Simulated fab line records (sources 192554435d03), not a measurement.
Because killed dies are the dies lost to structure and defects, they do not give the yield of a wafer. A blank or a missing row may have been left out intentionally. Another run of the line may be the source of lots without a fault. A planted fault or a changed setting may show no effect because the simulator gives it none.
Split-lot experiment    flow n5-finfet    route with 1938 steps; 7 lots, 39 wafers read

== ABOUT THE SPLIT ==
At N5_SDB_ALD_29 (deposits SiNx, target thk 30 nm, pulse time 1 s, ald cycles 600), the setting ald-cycles was moved away from the recipe's 600 on 9 of the 39 wafers read, by -57.2% to +16.7%. This setting was run at the recipe's value on the other wafers.

== THE PATH FROM SPLIT TO READING: the file shows 1 step between them ==
- N5_SDB_CMP_30: polishes, stops on poly-Si, t overpolish 1.54 s, target thk 30 nm

== THE READING ==
SiNx_of_SDB_ALD_29.thk-nm (the simulator's own value, which no gauge read), in nm, at N5_DUMMY_REMOVAL_HM_STRIP_01 (strips SiNx in CH3F/O2, stops on poly-Si, target depth 4 nm, time 6.8 s). The file gives no usual value for it. Here, 30 wafers ran the recipe; their average is 29.3 nm with a standard deviation of 0.18 nm.

wafer   tool, chamber at the split  ald-cycles as run  against the recipe  SiNx_of_SDB_ALD_29.thk-nm, nm  against lot-mates on the recipe
L074.1  ald-sin-03, 1,3,0           600                recipe              29.4                           -
L074.3  ald-sin-03, 1,3,0           600                recipe              29.4                           -
L074.2  ald-sin-03, 1,3,0           600                recipe              29.2                           -
L074.4  ald-sin-03, 2,3             600                recipe              29.2                           -
L074.6  ald-sin-03, 2,3             600                recipe              29.2                           -
L074.5  ald-sin-03, 2               600                recipe              29                             -
L076.1  ald-sin-02, 0,3             600                recipe              29.4                           -
L076.2  ald-sin-02, 2,1,1           420                -30.0%              20.8                           -8.7
L076.4  ald-sin-02, 2,1,1           420                -30.0%              20.8                           -8.7
L076.5  ald-sin-02, 2,1,1           420                -30.0%              20.8                           -8.7
L076.3  ald-sin-02, 0,3             600                recipe              29.6                           -
L076.6  ald-sin-02, 2               600                recipe              29.6                           -
L079.1  ald-sin-02, 3,2             700                +16.7%              27.4                           -2.1
L079.2  ald-sin-02, 3,2             700                +16.7%              29.8                           +0.3
L079.3  ald-sin-02, 1,0             600                recipe              29.4                           -
L079.4  ald-sin-02, 1,0             600                recipe              29.4                           -
L079.5  ald-sin-02, 0               600                recipe              29.6                           -
L079.6  ald-sin-02, 1               700                +16.7%              29.4                           -0.1
L082.1  ald-sin-02, 3,2             600                recipe              29.4                           -
L082.6  ald-sin-02, 3,2             600                recipe              29.4                           -
L082.3  ald-sin-02, 0               600                recipe              29.6                           -
L088.1  ald-sin-03, 3,2,1           600                recipe              29.2                           -
L088.3  ald-sin-03, 3,2,1           600                recipe              29.2                           -
L088.4  ald-sin-03, 3,2,1           600                recipe              29.2                           -
L088.2  ald-sin-03, 0               600                recipe              29.4                           -
L088.6  ald-sin-03, 0               600                recipe              29.4                           -
L088.5  ald-sin-03, 3               600                recipe              29                             -
L091.1  ald-sin-04, 0               600                recipe              29.6                           -
L091.2  ald-sin-04, 2,3,0,2         600                recipe              29.2                           -
L091.3  ald-sin-04, 2,3,0,2         600                recipe              29.2                           -
L091.5  ald-sin-04, 2,3,0,2         600                recipe              29.2                           -
L091.6  ald-sin-04, 2,3,0,2         600                recipe              29.2                           -
L091.4  ald-sin-04, 3               600                recipe              29                             -
L093.1  ald-sin-03, 1,2             257                -57.2%              12.4                           -16.9
L093.6  ald-sin-03, 1               257                -57.2%              12.4                           -16.9
L093.2  ald-sin-03, 0,3             600                recipe              29.4                           -
L093.3  ald-sin-03, 0,3             600                recipe              29.4                           -
L093.4  ald-sin-03, 1,2             257                -57.2%              12.6                           -16.7
L093.5  ald-sin-03, 2               600                recipe              29.2                           -
Rows listing several chambers each stand for several wafers; the file does not say which wafer went through which chamber.

THE FIT
A straight line over all 39 wafers: SiNx_of_SDB_ALD_29.thk-nm changes by +0.264 nm for each +1% of ald-cycles; r = +0.96; the points scatter about the line by 1.4 nm.
The same after taking each lot's own level away (the mean of its wafers on the recipe; 39 wafers): +0.264 nm for each +1%; r = +0.96; scatter 1.4 nm.
Per that fit: largest ald-cycles move, reading shift of 15 nm.
Measured against the standard deviation above, the lots' own levels, which go from 29.23 to 29.53 nm, span 1.7 times it.
Hence the lot-to-lot level has little effect on the slope; both slopes agree.
Check: -15.3 nm against its lot-mates is what the line predicts for one of the wafers moved furthest among these (-57.2%) when that wafer is left out of the fit. Against them it came out at -16.9 nm.

== THE OTHER SPLITS THESE WAFERS WENT THROUGH ==
Before the reading, these wafers also passed through other splits. Each is held against what the fit with the lots' levels taken away leaves over:
other split on the same wafers  wafers away from the commonest value  r with SiNx_of_SDB_ALD_29.thk-nm (lot level and that fit taken away)
N5_ZERO_LAYER_PECVD_02 time-s   15                                    -0.25
N5_FIN_SAQP_HM_DEP_03 time-s    15                                    +0.15

== THE WHOLE CHAIN: every reading that the file lists as answering this split, in the file's order ==
step                          what it does                                                             reading                                                                     change (the file's fit)                r (the file's)
N5_SDB_ALD_29                 deposits SiNx, target thk 30 nm, pulse time 1 s, ald cycles 600          SiNx_of_SDB_ALD_29.thk-nm (the simulator's own value, which no gauge read)  +0.301 nm for each +1% of the setting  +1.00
N5_DUMMY_REMOVAL_HM_STRIP_01  strips SiNx in CH3F/O2, stops on poly-Si, target depth 4 nm, time 6.8 s  SiNx_of_SDB_ALD_29.thk-nm (the simulator's own value, which no gauge read)  +0.274 nm for each +1% of the setting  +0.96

== THE FILE'S OWN FIT ==
SiNx_of_SDB_ALD_29.thk-nm changes by +0.274 nm for each +1% of ald-cycles, r = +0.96.
